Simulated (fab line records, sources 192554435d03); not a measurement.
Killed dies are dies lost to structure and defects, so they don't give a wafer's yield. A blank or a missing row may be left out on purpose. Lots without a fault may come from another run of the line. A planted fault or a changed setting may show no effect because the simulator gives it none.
Split-lot experiment | flow n5_finfet | 7 lots, 21 wafers read, on a route of 1938 steps

THE SPLIT
At N5_BEOL_M7_ETCH_66 (etches SOC in N2/H2, target depth 80 nm, overetch 16 nm, time 120 s), the setting bias_w was moved away from the recipe's 150 W on 9 of the 21 wafers read, by -16.7% to +14.3%. The other wafers ran this setting at the recipe's value.

The reading is taken at the split's own step.

THE READING
rf_vpp_V, in V, at N5_BEOL_M7_ETCH_66 (etches SOC in N2/H2, target depth 80 nm, overetch 16 nm, time 120 s). Fault-free wafers of this fab line usually give 524.5 V, standard deviation 2 V.

wafer  | tool, chamber at the split | bias_w as run, W | against the recipe | rf_vpp_V, V | against lot-mates on the recipe
L076.3 | rie_diel-03, 2             | 150              | recipe             | 525.8       | -
L076.4 | rie_diel-03, 1             | 150              | recipe             | 522.9       | -
L076.5 | rie_diel-03, 2             | 150              | recipe             | 525.6       | -
L079.1 | rie_diel-03, 0             | 133.7            | -10.9%             | 486.0       | no lot-mate on the recipe
L079.3 | rie_diel-03, 1             | 133.7            | -10.9%             | 485.5       | no lot-mate on the recipe
L079.5 | rie_diel-03, 2             | 133.7            | -10.9%             | 487.0       | no lot-mate on the recipe
L084.1 | rie_diel-03, 2             | 150              | recipe             | 524.1       | -
L084.2 | rie_diel-03, 1             | 150              | recipe             | 523.4       | -
L084.4 | rie_diel-03, 3             | 150              | recipe             | 524.6       | -
L086.2 | rie_diel-05, 0             | 125              | -16.7%             | 463.5       | -59.5
L086.3 | rie_diel-05, 3             | 125              | -16.7%             | 467.3       | -55.7
L086.6 | rie_diel-05, 0             | 150              | recipe             | 523.0       | -
L085.2 | rie_diel-05, 3             | 150              | recipe             | 526.2       | -
L085.3 | rie_diel-05, 2             | 133.1            | -11.3%             | 485.4       | -41.0
L085.4 | rie_diel-05, 1             | 150              | recipe             | 526.6       | -
L089.1 | rie_diel-03, 2             | 150              | recipe             | 525.0       | -
L089.3 | rie_diel-03, 0             | 171.4            | +14.3%             | 567.9       | +42.9
L089.5 | rie_diel-03, 3             | 171.4            | +14.3%             | 572.5       | +47.5
L092.1 | rie_diel-03, 1             | 150              | recipe             | 522.9       | -
L092.3 | rie_diel-03, 0             | 150              | recipe             | 522.4       | -
L092.4 | rie_diel-03, 2             | 133.4            | -11.1%             | 487.3       | -35.3

THE FIT
A straight line over all 21 wafers: rf_vpp_V changes by +3.4 V for each +1% of bias_w; r = +1.00; the points scatter about the line by 1.8 V.
The same after taking each lot's own level away (the mean of its wafers on the recipe; 18 wafers): +3.34 V for each +1%; r = +1.00; scatter 1.8 V.
On that fit, the largest move of bias_w shifts the reading by 56 V.
The lots' own levels span 522.65 to 526.40 V, that is 1.9 times the standard deviation above.
So the lot-to-lot level changes the slope little: the two slopes agree.
Check: with one of the wafers moved furthest among these (-16.7%) left out of the fit, the line predicts -55.1 V for it against its lot-mates. It came out at -59.5 V against them.
Tool readings at the split's step, against how far the setting was moved: rf_vpp_V r = +1.00.

OTHER SPLITS ON THESE WAFERS
These wafers also went through other splits before the reading. Each is held against what the fit with the lots' levels taken away leaves over:
other split on the same wafers | wafers away from the commonest value | r with rf_vpp_V (lot level and that fit taken away)
N5_BEOL_M6_ETCH_66 bias_w      | 8                                    | -0.31

THE WHOLE CHAIN: every reading that the file lists as answering this split, in the file's order
step               | what it does                                                        | reading                                                                          | change (the file's fit)                | r (the file's)
N5_BEOL_M7_ETCH_66 | etches SOC in N2/H2, target depth 80 nm, overetch 16 nm, time 120 s | rf_vpp_V                                                                         | +3.36 V for each +1% of the setting    | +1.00
N5_BEOL_M7_ETCH_66 | etches SOC in N2/H2, target depth 80 nm, overetch 16 nm, time 120 s | SiARC_of_BEOL_M7_COAT_64.thk_nm (the simulator's own value, which no gauge read) | -0.0863 nm for each +1% of the setting | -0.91

THE FILE'S OWN FIT
rf_vpp_V changes by +3.36 V for each +1% of bias_w, r = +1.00.
